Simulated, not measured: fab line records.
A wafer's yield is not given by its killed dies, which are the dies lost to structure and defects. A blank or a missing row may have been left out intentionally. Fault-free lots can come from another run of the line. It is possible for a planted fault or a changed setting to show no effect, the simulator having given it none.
fab line records ; flow n5Finfet ; part 2 of 2: steps 5 to 6 of 6
record lots=24; wafers=72; lastDay=18
route steps=1938 shown MOL_CONTACT_COAG@530 BEOL_M0_SAQP@632
lots that met no fault: from a run of the same line without faults
startH: hours from the record's first day to the start of the lot's first wafer shown ; waitH: how many hours have passed since the lot's step before this one ; " unchanged from the row above ; L1.1+2: a single row standing in for several wafers ; - no value, or no start given ; * or withheld: withheld ; < > ~ a bound
route shown NAME@n: a module of which the file shows steps, and the number in the route of the first ; usual: mean/standard deviation taken from wafers without a fault ; same: alike in all rows ; chamber/n: place in a boat ; sites: the reading at each site ; _std_site: how widely they spread, as a standard deviation ; _edge_site: outer sites' mean less inner sites' ; radiusMm: for every site, how far away it sits from the centre of the wafer ; mask NAME#n: copy n ; behind: the most recent tool/chamber to have shaped the wafer ; hold: why the lot was held/for how many hours/how that ended ; device: the n, p or np transistor that did not switch ; end of line: tests of these same wafers at the route's end ; a step given without rows: its recipe and nothing more ; killed: dies lost to structure and defects at the first sort, not the wafer's yield ; map: per-die view of a wafer (x killed, . not killed, _ where there is no die)
set.NAME: the run value of the setting; set.NAME@STEP: its run value at that earlier step ; model.NAME: the simulator's own value behind a step, which no gauge read
a sample of lots followed through the steps of the route, with each step as a table and each wafer as a row
services: a tool's chamber out of use, with start hour (startH, from the record's first day; less than 0 if before it), hours out, and reason
## steps
# step N5_MOL_CONTACT_COAG_STRIP_49
# recipe chemistry=N2/H2; timeS=30; powerW=1000; tempC=250; pressureMtorr=withheld; n2FlowSccm=1750; h2FlowSccm=3250
# usual drypumpMotorCurrentA=5.91/0.13; heaterPowerW=345/54
lot.wafer;tool;chamber;startH;waitH;drypumpMotorCurrentA;heaterPowerW;rfHoursCounterH
L074.4;plasmaAsher-01;0;99.94;-;5.99;397;-
L074.5;plasmaAsher-01;0;99.94;-;5.99;408;-
L074.6;plasmaAsher-01;1;99.94;-;5.92;279;-
L075.3;plasmaAsher-01;0;105.35;-;5.99;400;-
L075.4;plasmaAsher-01;1;105.35;-;5.93;283;-
L075.5;plasmaAsher-01;1;105.35;-;5.95;283;-
L076.2;plasmaAsher-02;0;112.74;-;5.68;303;95
L076.3;plasmaAsher-02;0;112.74;-;5.64;308;-
L076.4;plasmaAsher-02;1;112.74;-;5.94;396;-
L077.3;plasmaAsher-02;0;120.80;-;5.69;310;-
L077.4;plasmaAsher-02;1;120.80;-;5.97;395;-
L077.5;plasmaAsher-02;0;120.80;-;5.65;319;-
L078.1;plasmaAsher-01;1;125.73;-;5.94;281;46
L078.2;plasmaAsher-01;0;125.73;-;6.00;399;46
L078.4;plasmaAsher-01;1;125.73;-;5.92;284;-
L079.1;plasmaAsher-02;0;130.37;-;5.68;309;99
L079.3;plasmaAsher-02;0;130.37;-;5.61;313;-
L079.4;plasmaAsher-02;1;130.37;-;5.94;389;-
L080.1;plasmaAsher-02;1;139.19;-;5.96;379;100
L080.2;plasmaAsher-02;0;139.19;-;5.67;318;100
L080.5;plasmaAsher-02;0;139.19;-;5.62;304;-
L081.2;plasmaAsher-02;0;144.20;-;5.64;312;101
L081.3;plasmaAsher-02;0;144.20;-;5.61;315;-
L081.6;plasmaAsher-02;0;144.20;-;5.61;311;-
L082.1;plasmaAsher-01;0;150.97;-;6.02;394;51
L082.4;plasmaAsher-01;1;150.97;-;5.96;280;-
L082.5;plasmaAsher-01;0;150.97;-;6.01;405;-
L083.3;plasmaAsher-01;1;153.44;-;5.94;289;-
L083.5;plasmaAsher-01;0;153.44;-;6.01;402;-
L083.6;plasmaAsher-01;1;153.44;-;5.97;272;-
L084.3;plasmaAsher-01;1;156.72;-;5.99;274;-
L084.4;plasmaAsher-01;0;156.72;-;6.02;416;-
L084.6;plasmaAsher-01;1;156.72;-;5.97;279;-
L085.1;plasmaAsher-01;0;165.71;-;5.98;404;54
L085.3;plasmaAsher-01;0;165.71;-;5.99;401;-
L085.5;plasmaAsher-01;1;165.71;-;5.96;290;-
L086.1;plasmaAsher-01;0;172.72;-;6.00;395;55
L086.2;plasmaAsher-01;1;172.72;-;5.91;282;55
L086.6;plasmaAsher-01;1;172.72;-;5.97;286;-
L087.1;plasmaAsher-01;0;187.68;-;6.02;405;58
L087.5;plasmaAsher-01;1;187.68;-;5.94;283;-
L087.6;plasmaAsher-01;0;187.68;-;6.02;409;-
L088.1;plasmaAsher-02;1;188.02;-;5.97;405;110
L088.2;plasmaAsher-02;0;188.02;-;5.70;303;110
L088.5;plasmaAsher-02;1;188.02;-;5.94;395;-
L089.3;plasmaAsher-01;0;192.78;-;6.02;403;-
L089.5;plasmaAsher-01;1;192.78;-;5.96;285;-
L089.6;plasmaAsher-01;0;192.78;-;6.02;406;-
L090.1;plasmaAsher-02;1;196.38;-;5.97;397;111
L090.4;plasmaAsher-02;1;196.38;-;5.97;393;-
L090.5;plasmaAsher-02;0;196.38;-;5.61;306;-
L091.2;plasmaAsher-01;1;204.36;-;5.97;274;61
L091.3;plasmaAsher-01;1;204.36;-;5.96;285;-
L091.5;plasmaAsher-01;0;204.36;-;6.00;397;-
L092.1;plasmaAsher-02;0;207.79;-;5.62;303;113
L092.4;plasmaAsher-02;1;207.79;-;5.96;392;-
L092.6;plasmaAsher-02;0;207.79;-;5.65;312;-
L093.1;plasmaAsher-01;1;215.05;-;5.96;280;64
L093.2;plasmaAsher-01;0;215.05;-;5.99;397;64
L093.6;plasmaAsher-01;0;215.05;-;5.98;400;-
L094.3;plasmaAsher-01;0;223.67;-;6.02;395;-
L094.4;plasmaAsher-01;1;223.67;-;5.94;277;-
L094.6;plasmaAsher-01;0;223.67;-;6.02;403;-
L095.1;plasmaAsher-02;1;231.42;-;5.93;389;117
L095.5;plasmaAsher-02;0;231.42;-;5.66;302;-
L095.6;plasmaAsher-02;1;231.42;-;5.97;388;-
L096.1;plasmaAsher-01;1;233.51;-;5.95;275;68
L096.2;plasmaAsher-01;0;233.51;-;6.02;401;68
L096.4;plasmaAsher-01;1;233.51;-;5.96;276;-
L097.3;plasmaAsher-01;1;240.58;-;5.96;283;-
L097.4;plasmaAsher-01;0;240.58;-;6.02;403;-
L097.6;plasmaAsher-01;1;240.58;-;5.93;277;-
# step N5_BEOL_M0_SAQP_PECVD_00
# recipe material=SiCN; targetThkA=80; tempC=withheld; precursor=3MS/NH3; pressureTorr=3; rfW=202; timeS=14
# usual showerheadPlenumPTorr=3.662/0.016; throttleValvePct=8.9/0.5
lot.wafer;tool;chamber;startH;waitH;showerheadPlenumPTorr;throttleValvePct
L074.4;pecvd-04;0;104.21;0.1;3.669;8.3
L074.5;pecvd-04;1;104.21;0.1;3.649;8.8
L074.6;pecvd-04;2;104.21;0.1;3.640;8.1
L075.3;pecvd-04;1;109.63;0.1;3.649;8.7
L075.4;pecvd-04;2;109.63;0.1;3.637;8.1
L075.5;pecvd-04;0;109.63;0.1;3.672;8.7
L076.2;pecvd-01;0;117.03;0.2;3.641;9.8
L076.3;pecvd-01;1;117.03;0.2;3.657;9.6
L076.4;pecvd-01;2;117.03;0.2;3.665;9.1
L077.3;pecvd-04;2;125.39;0.1;3.646;7.9
L077.4;pecvd-04;1;125.39;0.1;3.656;8.6
L077.5;pecvd-04;0;125.39;0.1;3.666;8.7
L078.1;pecvd-02;1;130.01;0.2;3.668;9.4
L078.2;pecvd-02;2;130.01;0.2;3.657;8.6
L078.4;pecvd-02;1;130.01;0.2;3.655;9.5
L079.1;pecvd-02;1;134.64;0.2;3.663;9.5
L079.3;pecvd-02;0;134.64;0.2;3.693;9.4
L079.4;pecvd-02;1;134.64;0.2;3.661;9.7
L080.1;pecvd-02;1;143.47;0.2;3.677;9.6
L080.2;pecvd-02;0;143.47;0.2;3.689;9.1
L080.5;pecvd-02;1;143.47;0.2;3.669;9.5
L081.2;pecvd-02;0;148.48;0.2;3.689;8.9
L081.3;pecvd-02;1;148.48;0.2;3.661;9.6
L081.6;pecvd-02;1;148.48;0.2;3.666;9.7
L082.1;pecvd-04;0;155.27;0.2;3.668;8.5
L082.4;pecvd-04;1;155.27;0.2;3.653;8.6
L082.5;pecvd-04;0;155.27;0.2;3.657;8.4
L083.3;pecvd-02;1;158.28;0.1;3.658;9.3
L083.5;pecvd-02;2;158.28;0.1;3.653;8.9
L083.6;pecvd-02;1;158.28;0.1;3.662;9.5
L084.3;pecvd-02;1;161.27;0.1;3.667;9.6
L084.4;pecvd-02;2;161.27;0.1;3.650;8.8
L084.6;pecvd-02;1;161.27;0.1;3.670;9.3
L085.1;pecvd-04;2;169.99;0.2;3.650;7.9
L085.3;pecvd-04;2;169.99;0.2;3.643;8.1
L085.5;pecvd-04;2;169.99;0.2;3.648;8.2
L086.1;pecvd-04;1;177.00;0.2;3.655;8.7
L086.2;pecvd-04;2;177.00;0.2;3.640;8.1
L086.6;pecvd-04;2;177.00;0.2;3.651;8.2
L087.1;pecvd-04;2;191.96;0.2;3.642;8.2
L087.5;pecvd-04;1;191.96;0.2;3.649;8.9
L087.6;pecvd-04;2;191.96;0.2;3.643;7.9
L088.1;pecvd-01;0;194.96;0.2;3.657;9.6
L088.2;pecvd-01;1;194.96;0.2;3.658;10.0
L088.5;pecvd-01;0;194.96;0.2;3.647;9.5
L089.3;pecvd-02;2;197.96;0.1;3.668;8.7
L089.5;pecvd-02;0;197.96;0.1;3.697;9.0
L089.6;pecvd-02;1;197.96;0.1;3.662;9.6
L090.1;pecvd-04;2;201.00;0.2;3.643;8.4
L090.4;pecvd-04;2;201.00;0.2;3.639;8.6
L090.5;pecvd-04;0;201.00;0.2;3.667;8.7
L091.2;pecvd-02;1;208.98;0.2;3.654;9.4
L091.3;pecvd-02;2;208.98;0.2;3.661;8.6
L091.5;pecvd-02;0;208.98;0.2;3.683;8.9
L092.1;pecvd-02;2;212.07;0.2;3.661;8.7
L092.4;pecvd-02;2;212.07;0.2;3.651;8.8
L092.6;pecvd-02;1;212.07;0.2;3.663;9.5
L093.1;pecvd-04;1;219.33;0.2;3.652;8.9
L093.2;pecvd-04;0;219.33;0.2;3.669;8.8
L093.6;pecvd-04;1;219.33;0.2;3.645;8.7
L094.3;pecvd-02;2;227.95;0.1;3.657;8.8
L094.4;pecvd-02;1;227.95;0.1;3.661;9.5
L094.6;pecvd-02;0;227.95;0.1;3.688;9.2
L095.1;pecvd-04;0;235.70;0.2;3.668;8.8
L095.5;pecvd-04;1;235.70;0.2;3.638;8.8
L095.6;pecvd-04;0;235.70;0.2;3.665;8.7
L096.1;pecvd-02;1;238.70;0.2;3.659;9.6
L096.2;pecvd-02;0;238.70;0.2;3.682;9.4
L096.4;pecvd-02;0;238.70;0.2;3.688;9.0
L097.3;pecvd-02;2;244.83;0.1;3.660;8.8
L097.4;pecvd-02;1;244.83;0.1;3.653;9.7
L097.6;pecvd-02;2;244.83;0.1;3.664;8.7
## services
tool;chamber;startH;hours;kind
rieDiel-03;2;62.77;34.7;repair
rieDiel-05;-;71.97;0.2;repair
rieDiel-01;2;91.24;11.0;repair
rieDiel-05;1;93.44;4.1;repair
rieDiel-03;1;97.59;-;clean
rieDiel-03;1;97.59;-;consumableReplace:focusRing
rieDiel-03;1;97.59;16.3;scheduledDown
rieDiel-03;1;97.59;16.3;ventCycle
pecvd-04;2;114.14;6.6;repair
pecvd-04;1;117.86;6.8;repair
rieDiel-03;0;123.05;-;clean
rieDiel-03;0;123.05;-;consumableReplace:focusRing
rieDiel-03;0;123.05;-;consumableReplace:showerhead
rieDiel-03;0;123.05;20.3;scheduledDown
pecvd-04;1;166.93;6.9;repair
pecvd-01;-;167.43;0.9;repair
pecvd-04;0;168.48;16.4;repair
pecvd-01;2;172.20;22.9;repair
pecvd-04;2;195.91;3.0;repair
pecvd-04;-;201.22;6.0;pm
pecvd-04;-;207.59;1.6;repair
rieDiel-05;3;226.98;4.9;repair
rieDiel-01;2;234.02;5.6;repair
rieDiel-05;2;241.81;11.7;repair
